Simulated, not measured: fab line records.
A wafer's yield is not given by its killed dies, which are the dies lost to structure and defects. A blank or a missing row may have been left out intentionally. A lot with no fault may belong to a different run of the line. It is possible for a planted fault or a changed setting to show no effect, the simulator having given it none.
Lot-split experiment	flow n5 finfet	21 wafers read from 7 lots, route of 1938 steps

== THE SPLIT ==
At N5_BEOL_M5_PECVD_70 (deposits SiO2 from TEOS/O2, target thk 16 nm, time 18 s), the setting temp c was moved away from the recipe's 400 C on 5 of the 21 wafers read, by -1.5% to +4.4%. All remaining wafers had this setting at the recipe value.

The reading comes from the split's own step.

== THE READING ==
SiO2_of_BEOL_M5_PECVD_70.thk nm (the simulator's own value, which no gauge read), in nm, at N5_BEOL_M5_PECVD_70 (deposits SiO2 from TEOS/O2, target thk 16 nm, time 18 s). There is no usual value for it anywhere in the file. The 16 wafers here that ran the recipe average 15.9 nm, standard deviation 0.2 nm.

wafer	tool, chamber at the split	temp c as run, C	against the recipe	SiO2_of_BEOL_M5_PECVD_70.thk nm, nm	against lot-mates on the recipe
L074.3	pecvd-02, 0,1	400	recipe	15.6	-
L074.6	pecvd-02, 0,1	400	recipe	15.6	-
L074.4	pecvd-02, 2	400	recipe	16	-
L075.2	pecvd-02, 1	400	recipe	16	-
L075.3	pecvd-02, 2	400	recipe	16.2	-
L075.5	pecvd-02, 2	412.8	+3.2%	14.8	-1.3
L086.2	pecvd-02, 1	400	recipe	16	-
L086.5	pecvd-02, 2	393.8	-1.5%	17.4	+1.4
L086.6	pecvd-02, 0	393.8	-1.5%	17	+1.0
L088.1	pecvd-04, 2,1	400	recipe	16	-
L088.5	pecvd-04, 2,1	400	recipe	16	-
L088.3	pecvd-04, 1	413.8	+3.4%	14.2	-1.8
L089.1	pecvd-03, 1	417.8	+4.4%	13.8	-1.9
L089.3	pecvd-03, 2	400	recipe	15.8	-
L089.4	pecvd-03, 2	400	recipe	15.6	-
L092.1	pecvd-03, 0	400	recipe	15.8	-
L092.4	pecvd-03, 1	400	recipe	15.6	-
L092.6	pecvd-03, 2	400	recipe	16	-
L097.1	pecvd-04, 0,1	400	recipe	15.8	-
L097.3	pecvd-04, 0,1	400	recipe	15.8	-
L097.4	pecvd-04, 0	400	recipe	16.2	-
When a row names more than one chamber, that row covers several wafers, and the file does not tell which wafer ran in which chamber.

THE FIT
A straight line over all 21 wafers: SiO2_of_BEOL_M5_PECVD_70.thk nm changes by -0.497 nm for each +1% of temp c; r = -0.94; the points scatter about the line by 0.28 nm.
The same after taking each lot's own level away (the mean of its wafers on the recipe; 21 wafers): -0.493 nm for each +1%; r = -0.96; scatter 0.22 nm.
On that fit, the largest move of temp c shifts the reading by 2.2 nm.
The lots' own levels span 15.70 to 16.10 nm, that is 2.0 times the standard deviation above.
The two slopes agree, so the slope changes little with the lot-to-lot level.
Check: for one of the wafers moved furthest among these (+4.4%), held out of the fit, the line's prediction against its lot-mates is -2.3 nm. Against them it came out at -1.9 nm.

== OTHER SPLITS APPLIED TO THESE WAFERS ==
These wafers also went through other splits before the reading. Each is held against what the fit with the lots' levels taken away leaves over:
other split on the same wafers	wafers away from the commonest value	r with SiO2_of_BEOL_M5_PECVD_70.thk nm (lot level and that fit taken away)
N5_BEOL_M2_ETCH_74 source w	6	-0.09
N5_BEOL_M3_COAT_68 spin rpm	8	+0.32
N5_BEOL_M3_ETCH_77 h2 flow sccm	5	-0.26
N5_BEOL_M4_COAT_62 spin rpm	9	+0.12
N5_BEOL_M4_TRENCH_ETCH_37 source w	8	-0.48

== THE FILE'S OWN FIT ==
SiO2_of_BEOL_M5_PECVD_70.thk nm changes by -0.466 nm for each +1% of temp c, r = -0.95.
